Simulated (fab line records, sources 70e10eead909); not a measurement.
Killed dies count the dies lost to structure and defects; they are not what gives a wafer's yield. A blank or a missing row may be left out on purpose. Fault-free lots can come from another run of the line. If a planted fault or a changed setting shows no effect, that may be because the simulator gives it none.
Comparing a struck lot with a sound one + flow nandHarc + 14 steps out of a route of 1159
Sound: these wafers, L863.3, L863.5, L863.6. Struck: wafers L884.1, L884.2, L884.3. Last of all comes the cause.
Per side, at each step with rows, come the tool, then ch with its chambers, and then its first start. Under that, the readings that differ: sound wafers + struck wafers + difference of the means + sigmas: that difference in standard deviations of wafers without a fault.
alike: same words and numbers on both sides, and readings whose means sit less than 2 such deviations apart. not compared: any withheld reading, any reading some wafer has no value for, any bound like >300 that may hide the same value, and any number with overlapping values for which the record gives no deviation.
A row with sigmas, a row that says differs or no value, or rows on one side alone: a step with any of these is where the two part. Non-overlapping numbers with no deviation appear without sigmas and do not part them. A reading that every wafer of one side lacks parts them only if that side has two wafers or more.

first, 8 steps without rows for these wafers: NHARC_A_BONDPAD_HMDS_02 (time 30 s); NHARC_A_BONDPAD_COAT_33 (time 65 s); NHARC_A_BONDPAD_COAT_03 (resist thk 600 nm); NHARC_A_BONDPAD_SOFTBAKE_04 (time 70 s); NHARC_A_BONDPAD_EBR_05; NHARC_A_BONDPAD_EXPOSE_06 (exposes mask A BPAD); NHARC_A_BONDPAD_PEB_07 (peb time 80 s); NHARC_A_BONDPAD_DEVELOP_08 (time 50 s).
NHARC_A_BONDPAD_CD_MEAS_09: the cd target is 500 nm.
  sound on cdSem-01 ch 0, day 18 02:34; struck on cdSem-01 ch 0, day 23 04:00
  alike: cdNm
NHARC_A_BONDPAD_OVL_MEAS_35:
  sound on overlay-02 at day 18 02:39; struck on overlay-02 at day 23 04:05
  alike: overlayXNm, overlayYNm
then, 1 step without rows for these wafers: NHARC_A_BONDPAD_HARDBAKE_10 (time 65 s).
NHARC_A_BONDPAD_DESCUM_11: chemistry O2, time 3 s.
  sound on rieDiel-11 ch 0,1, day 18 02:49; struck on rieDiel-07 ch 0,2,3, day 23 04:13
| reading                  | sound       | struck      | difference | sigmas |
|--------------------------|-------------|-------------|------------|--------|
| drypumpMotorCurrentA (A) | 6.9 6.9 5.5 | 5.9 6.0 5.4 | -0.7       | -2     |
  alike: oesProductAu, rfVppV, showerheadPlenumPTorr, throttleValvePct
  not compared: rfHoursCounterH
NHARC_A_BONDPAD_ETCH_34: etches the open film in N2/H2, target depth 60 nm, overetch 18 nm, time 65.91 s.
  sound on rieDiel-11 ch 0,1, day 18 02:56; struck on rieDiel-07 ch 0,2,3, day 23 04:18
| reading                  | sound          | struck         | difference | sigmas |
|--------------------------|----------------|----------------|------------|--------|
| drypumpMotorCurrentA (A) | 6.82 5.50 6.85 | 5.40 5.89 5.99 | -0.63      | -2     |
| runLengthS (s)           | 87.2 86.5 87.1 | 72.7 72.5 72.4 | -14.4      | -38    |
  alike: n2FlowSccm, oesProductAu, rfVppV, showerheadPlenumPTorr, throttleValvePct
  not compared: rfHoursCounterH
NHARC_A_BONDPAD_ETCH_12: etches the open film in CHF3/O2, target depth 220 nm, time 110 s.
  sound: rieDiel-11 ch 1,2,3; struck: rieDiel-07 ch 0,2,3
| reading                      | sound             | struck            | difference | sigmas |
|------------------------------|-------------------|-------------------|------------|--------|
| oesProductAu (a.u.)          | 0.920 0.923 0.902 | 0.961 0.968 0.983 | +0.056     | +2     |
| rfVppV (V)                   | 366.8 366.5 366.9 | 374.4 369.3 371.6 | +5.0       | +2     |
| showerheadPlenumPTorr (Torr) | 2.24 2.24 2.26    | 2.53 2.33 2.47    | +0.20      | +2     |
  alike: drypumpMotorCurrentA, runLengthS, throttleValvePct
  not compared: rfHoursCounterH

WHERE THEY PART
Last at NHARC_A_BONDPAD_ETCH_12 as far as this record goes, first at NHARC_A_BONDPAD_DESCUM_11.

WHY: whatever the simulator had introduced
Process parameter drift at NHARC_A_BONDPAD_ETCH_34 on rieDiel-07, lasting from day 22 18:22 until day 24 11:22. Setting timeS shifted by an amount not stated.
